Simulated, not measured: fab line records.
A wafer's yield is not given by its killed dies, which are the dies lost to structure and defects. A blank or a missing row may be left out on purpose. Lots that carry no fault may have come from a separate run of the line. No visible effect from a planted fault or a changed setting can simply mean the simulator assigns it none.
2 desks looking at one fault / flow n5_finfet / each desk holds nothing but its own numbers, with what lay behind them at the end

## AT THE METROLOGY DESK
What the gauges read, lot by lot, whatever tool the lot ran on: means of the sampled wafers that have a number. If a lot's mean is further than 4 standard deviations from the usual mean, the lot is out of limits and carries the mark OUT (the distance appears in the brackets). It has 11 readings; the 7 that lie furthest out on some lot are the ones shown.
Columns: A = GC_FILL_THK at N5_GATE_CUT_THK_MEAS_24, usual 220.7 nm; B = DIBL_N at N5_BEOL_M4_RC_MEAS_101, usual 36.0 mV/V; C = DIBL_P at N5_BEOL_M4_RC_MEAS_101, usual 36.7 mV/V; D = IOFF_P at N5_BEOL_M4_RC_MEAS_101, usual 0.21 nA/um; E = SS_P at N5_BEOL_M4_RC_MEAS_101, usual 73.4 mV/dec; F = VT_N at N5_BEOL_M4_RC_MEAS_101, usual 250 mV; G = VT_P at N5_BEOL_M4_RC_MEAS_101, usual -251 mV
lot=L584; first seen here=day 5 01:26; A=220.8; B=36.4; C=36.8; D=0.19; E=73.9; F=250; G=-253
lot=L585; first seen here=day 5 08:23; A=222.9; B=38.5; C=38.9; D=0.27; E=73.7; F=245; G=-246
lot=L589; first seen here=day 6 09:53; A=221.3; B=32.7; C=35.6; D=0.19; E=72.7; F=251; G=-252
lot=L591; first seen here=day 6 20:00; A=224.3; B=35.9; C=38.1; D=0.22; E=73.6; F=247; G=-251
lot=L592; first seen here=day 7 01:34; A=222.5; B=36.9; C=37.0; D=0.20; E=73.7; F=252; G=-253
lot=L594; first seen here=day 7 17:31; A=220.5; B=34.6; C=31.5; D=0.19; E=72.5; F=254; G=-249
lot=L596; first seen here=day 8 05:09; A=220.6; B=37.3; C=35.9; D=0.23; E=73.6; F=251; G=-249
lot=L601; first seen here=day 9 11:02; A=219.6; B=35.6; C=37.0; D=0.19; E=73.5; F=253; G=-254
lot=L602; first seen here=day 9 17:46; A=221.0; B=34.9; C=35.6; D=0.22; E=73.0; F=249; G=-249
Finding of this desk: none of the 9 lots has anything out of limits.

## DESK OF THE TOOL OWNER: cmp-01
The tool's own readings at N5_GATE_CUT_CMP_23 (polishes, stops on SiO2, t overpolish 23.4 s, target thk 16 nm): means of the sampled wafers that have a number, for each lot that ran on this tool. If a lot's mean is further than 4 standard deviations from the usual mean, the lot is out of limits and carries the mark OUT (the distance appears in the brackets).
Columns: A = edge_zone_pressure_frac at N5_GATE_CUT_CMP_23, usual 1.000; B = head_pressure_psi at N5_GATE_CUT_CMP_23, usual 2.499 psi; C = motor_current_A at N5_GATE_CUT_CMP_23, usual 8.9 A; D = overpolish_run_s at N5_GATE_CUT_CMP_23, usual 23.399 s; E = time_to_endpoint_s at N5_GATE_CUT_CMP_23, usual 21 s
lot=L584; first seen here=day 5 01:08; A=0.997; B=2.500; C=8.2; D=23.400; E=18
lot=L589; first seen here=day 6 09:35; A=1.002; B=2.497; C=7.9; D=23.391; E=22
lot=L591; first seen here=day 6 19:44; A=1.002; B=1.799 (-99 or more) OUT; C=6.9; D=23.394; E=25
lot=L594; first seen here=day 7 17:13; A=1.004; B=1.797 (-99 or more) OUT; C=7.2; D=23.404; E=28
This desk finds L591, L594 out of limits, L591 being first, at day 6 19:44 (head_pressure_psi at N5_GATE_CUT_CMP_23). L584, L589: within limits.

## ALL TOGETHER
On L591, L594, at day 6 19:44, an alarm was possible from the tool owner's desk.
Metrology desk: nothing out of limits seen.
The metrology desk has L591, L594 on record, within its limits.
Every lot named ran N5_GATE_CUT_CMP_23 on cmp-01.

## WHAT WAS PUT IN BY THE SIMULATOR
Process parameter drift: cmp-01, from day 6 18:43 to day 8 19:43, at N5_GATE_CUT_CMP_23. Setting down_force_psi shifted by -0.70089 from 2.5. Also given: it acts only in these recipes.
Lots struck among those shown: L591, L594.
Hours from the fault's start to each desk's first reading out of limits: the tool owner's desk, 1.
